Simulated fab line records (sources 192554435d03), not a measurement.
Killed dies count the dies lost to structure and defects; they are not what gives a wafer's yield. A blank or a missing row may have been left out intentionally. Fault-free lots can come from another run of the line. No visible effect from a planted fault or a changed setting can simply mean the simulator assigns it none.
A struck lot beside a sound one ; flow n5-finfet ; 38 out of 1938 route steps
Sound: wafers L943.1, L943.3, L943.6. Struck: wafers L953.3, L953.4, L953.5. The cause is given at the end.
Order at every step that has rows: each side's tool, ch and its chambers, its first start. Under that, the readings that differ: sound wafers ; struck wafers ; difference of the means ; sigmas: that difference in standard deviations of wafers without a fault.
alike: words and numbers the same on both sides, and readings whose means are apart by under 2 such deviations; not compared: readings that were withheld, readings missing a value for some wafer, numbers with overlapping values and no deviation given by the record, and bounds like >300 which may hide the same value.
Wherever a step has rows on one side only, a row that says differs or no value, or a row with sigmas, the two part there. Numbers that don't overlap but have no deviation are shown without sigmas and don't part them. A reading missing from all wafers of one side parts the sides only when that side holds two or more wafers.

first, 10 steps without rows for these wafers: N5_DUMMY_GATE_SRD_26 (time 30 s); N5_DUMMY_GATE_UV_OZONE_45 (time 120 s); N5_SPACER0_ALD_07 (deposits SiNx, target thk 2 nm); N5_SPACER0_ALD_00 (deposits SiOCN, target thk 3.5 nm, pulse time 3 s, purge time 2 s); N5_SPACER0_ALD_08 (deposits SiNx, target thk 2 nm); N5_SD_EPI_N_COAT_32 (time 60 s, resist thk 350 nm); N5_SD_EPI_N_COAT_33 (time 60 s, resist thk 35 nm); N5_SD_EPI_N_COAT_03 (resist thk 150 nm); N5_SD_EPI_N_EBR_05; N5_SD_EPI_N_SOFTBAKE_04 (time 60 s).
N5_SD_EPI_N_EXPOSE_06: exposes mask SD N BLK, target cd 120 nm.
  sound on arfi-scanner-03 ch 0, day 3 14:22; struck on arfi-scanner-03 ch 0, day 6 01:23
reading;sound;struck;difference;sigmas
exposure-dose-mJ-cm2;39.81 39.69 39.74;26.14 26.12 26.09;-13.63;-99 or more
  alike: mask
then, 2 steps without rows for these wafers: N5_SD_EPI_N_PEB_07 (peb time 60 s); N5_SD_EPI_N_DEVELOP_08 (develop time 30 s).
N5_SD_EPI_N_CD_MEAS_09 targets a cd of 120 nm.
  sound on cd-sem-02 ch 0, day 3 14:30; struck on cd-sem-01 ch 0, day 6 01:30
reading;sound;struck;difference;sigmas
cd-nm (nm);119.5 120.1 119.8;91.5 91.4 90.9;-28.5;-51
N5_SD_EPI_N_DESCUM_14: chemistry O2, time 7.9 s.
  sound on rie-diel-02 ch 0,3, day 3 14:37; struck on rie-diel-02 ch 0,3, day 6 01:39
reading;sound;struck;difference;sigmas
model.SD_EPI_N.cd-nm (nm);119.8 120 119.6;91.6 91.2 91;-28.5;
  alike: drypump-motor-current-A, oes-product-au, rf-vpp-V, showerhead-plenum-p-Torr, throttle-valve-pct
  not compared: rf-hours-counter-h
then, 7 steps without rows for these wafers: N5_SD_EPI_N_ETCH_34 (etches SiARC in CF4, target depth 45.5 nm, time 75.8 s); N5_SD_EPI_N_ETCH_35 (etches SOC in N2/H2, overetch 108 nm, time 486 s); N5_SD_EPI_N_STRIP_36 (strips in N2/H2); N5_SD_EPI_N_ETCHBACK_44 (etches SiNx in CH3F/O2, stops on SiO2, target depth 14.5 nm); N5_SD_EPI_N_ETCH_45 (etches SiOCN in CH3F/O2, target depth 6 nm); N5_SD_EPI_N_ETCH_16 (etches SiO2 in CHF3/O2, target depth 5 nm); N5_SD_EPI_N_STRIP_47 (strips in CHF3/O2).
N5_SD_EPI_N_SD_RECESS_17: chemistry HBr/Cl2/O2, target depth 41 nm, time 23.7 s, bt time 3 s.
  sound on rie-si-03 ch 1,2,3, day 3 15:18; struck on rie-si-01 ch 0,1,2, day 6 02:20
reading;sound;struck;difference;sigmas
model.SD_EPI_N.cd-nm (nm);120 120.6 120;91.6 91.4 91.6;-28.7;
  alike: HBr_flow_sccm, drypump-motor-current-A, oes-product-au, throttle-valve-pct
  not compared: rf-hours-counter-h
then, 13 steps without rows for these wafers: N5_SD_EPI_N_STRIP_38 (strips in N2/H2); N5_SD_EPI_N_WET_ETCH_43 (etches SiO2 in dHF, time 14 s, target depth 1.5 nm); N5_SD_EPI_N_STRIP_18 (strips in SPM, time 750 s); N5_SD_EPI_N_SRD_20 (time 30 s); N5_SD_EPI_N_PRECLEAN_48 (cleans in NF3:NH3, afs cycles 2, time 20 s, sublimation time 60 s); N5_SD_EPI_N_VAPOR_ETCH_50 (etches Si in HCl, time 54 s); N5_SD_EPI_N_EPI_21 (deposits Si:P, time 690 s); N5_SD_EPI_N_PRECLEAN_24 (cleans in O3/DIW, time 60 s); N5_SD_EPI_N_SRD_25 (time 30 s); N5_SD_EPI_N_PRECLEAN_49 (cleans in NF3:NH3, afs cycles 1, time 20 s, sublimation time 60 s); N5_SD_EPI_N_LINER_46 (material SiNx, target thk 3 nm); N5_SD_EPI_P_COAT_34 (time 60 s, resist thk 350 nm); N5_SD_EPI_P_COAT_35 (time 60 s, resist thk 35 nm).
N5_BEOL_M4_RC_MEAS_101:
  the record has rows for the sound wafers here (prober-01 ch 0, day 8 02:25) and none for the struck ones
-- the record jumps here: 10 days lie between the struck wafers' starts before and after (it left off in module BEOL_M4 and takes up again in module PASSIVATION, whose first step shown is number 1936 of the route) --
N5_PASSIVATION_PROBE_49:
  only the struck wafers here have rows in the record (prober-01, day 16 04:52); the sound ones have none

## WHERE THEY PART
Last at N5_PASSIVATION_PROBE_49 as far as this record goes, first at N5_SD_EPI_N_EXPOSE_06.

WHY: what the simulator had put in
Process parameters drifting: arfi-scanner-03 at N5_SD_EPI_N_EXPOSE_06, beginning at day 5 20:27. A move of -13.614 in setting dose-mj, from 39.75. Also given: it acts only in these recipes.
